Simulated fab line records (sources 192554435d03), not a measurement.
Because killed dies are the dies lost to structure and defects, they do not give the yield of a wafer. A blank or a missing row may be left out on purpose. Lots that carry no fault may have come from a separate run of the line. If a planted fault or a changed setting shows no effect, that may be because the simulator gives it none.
One fault seen from 3 desks :: flow n5_finfet :: each desk holds nothing but its own numbers, with what lay behind them at the end

== AT THE METROLOGY DESK ==
Means of the sampled wafers that have a number, per lot and without regard to the tool the lot ran on: this is what the gauges read. Marked OUT: a lot whose mean sits more than 4 standard deviations from the usual mean, which makes it out of limits; the brackets give that distance. Only the readings that lie furthest out on some lot appear, 7 of the 12 it has.
Columns: A = V1_OVL at N5_BEOL_M2_OVL_MEAS_29, usual -0.5 nm; B = DIBL_N at N5_BEOL_M4_RC_MEAS_101, usual 35.8 mV/V; C = DIBL_P at N5_BEOL_M4_RC_MEAS_101, usual 35.9 mV/V; D = IOFF_N at N5_BEOL_M4_RC_MEAS_101, usual 0.16 nA/um; E = SS_P at N5_BEOL_M4_RC_MEAS_101, usual 73.2 mV/dec; F = VT_N at N5_BEOL_M4_RC_MEAS_101, usual 250 mV; G = VT_P at N5_BEOL_M4_RC_MEAS_101, usual -251 mV
lot: L444
first seen here: day 7 00:54
A: -0.2
B: 35.3
C: 36.4
D: 0.18
E: 73.1
F: 246
G: -247

lot: L447
first seen here: day 7 13:08
A: -0.1
B: 34.2
C: 35.4
D: 0.14
E: 73.3
F: 251
G: -250

lot: L451
first seen here: day 8 14:13
A: 0.2
B: 36.5
C: 37.3
D: 0.17
E: 73.9
F: 248
G: -252

lot: L465
first seen here: day 12 08:34
A: -1.1
B: 35.7
C: 33.6
D: 0.14
E: 72.8
F: 252
G: -252

lot: L466
first seen here: day 12 12:11
A: 0.1
B: 33.9
C: 33.3
D: 0.11
E: 72.5
F: 253
G: -254
This desk's finding: nothing out of limits on any of the 5 lots.

== THE DEFECT DESK ==
What the inspections along the route counted, lot by lot: means of the sampled wafers that have a number. Marked OUT: a lot whose mean sits more than 4 standard deviations from the usual mean, which makes it out of limits; the brackets give that distance.
Columns: A = raw_defect_count at N5_BEOL_M2_INSPECT_30, usual 405
lot: L444
first seen here: day 7 00:59
A: 439

lot: L447
first seen here: day 7 13:13
A: 568

lot: L451
first seen here: day 8 14:18
A: 380

lot: L465
first seen here: day 12 08:39
A: 353

lot: L466
first seen here: day 12 12:17
A: 369
This desk's finding: nothing out of limits on any of the 5 lots.

== DESK OF THE TOOL OWNER: rie_diel-04 ==
The tool's own readings at N5_BEOL_M2_ETCH_70 (etches SOC in N2/H2, target depth 80 nm, overetch 24 nm, time 130 s): means of the sampled wafers that have a number, for each lot that ran on this tool. Marked OUT: a lot whose mean sits more than 4 standard deviations from the usual mean, which makes it out of limits; the brackets give that distance.
Columns: A = drypump_motor_current_A at N5_BEOL_M2_ETCH_70, usual 5.6 A; B = oes_product_au at N5_BEOL_M2_ETCH_70, usual 0.59 a.u.; C = rf_fwd_power_W at N5_BEOL_M2_ETCH_70, usual 835.8 W; D = rf_vpp_V at N5_BEOL_M2_ETCH_70, usual 524.5 V; E = showerhead_plenum_p_Torr at N5_BEOL_M2_ETCH_70, usual 2.57 Torr; F = throttle_valve_pct at N5_BEOL_M2_ETCH_70, usual 17.73 %
lot: L444
first seen here: day 7 06:58
A: 5.8
B: 0.56
C: 834.3
D: 525.4
E: 2.61
F: 17.93

lot: L447
first seen here: day 7 14:13
A: 5.5
B: 0.59
C: 836.7
D: 527.6
E: 2.66
F: 17.90

lot: L451
first seen here: day 8 14:51
A: 5.5
B: 0.58
C: 766.2 (-25) OUT
D: 543.9 (+7.8) OUT
E: 2.62
F: 17.80

lot: L466
first seen here: day 12 14:16
A: 5.5
B: 0.56
C: 835.6
D: 527.3
E: 2.64
F: 17.97
This desk's verdict: out of limits on L451, starting with L451 at day 8 14:51 (rf_fwd_power_W at N5_BEOL_M2_ETCH_70). L444, L447, L466: within limits.

== PUT TOGETHER ==
The tool owner's desk could have raised an alarm at day 8 14:51, on L451.
Nothing out of limits was seen by the metrology desk.
The defect desk saw nothing out of limits.
The metrology desk has L451 on record, within its limits.
The defect desk has L451 on record, within its limits.
On rie_diel-04, each named lot ran N5_BEOL_M2_ETCH_70.

== WHAT HAD BEEN PUT IN BY THE SIMULATOR ==
rie_diel-04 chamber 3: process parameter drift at N5_BEOL_M2_ETCH_70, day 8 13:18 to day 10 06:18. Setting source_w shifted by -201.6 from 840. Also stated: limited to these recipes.
Shown lots that were struck: L451.
Time in hours from fault onset to the first out-of-limits reading at each desk: the tool owner's desk, 2.
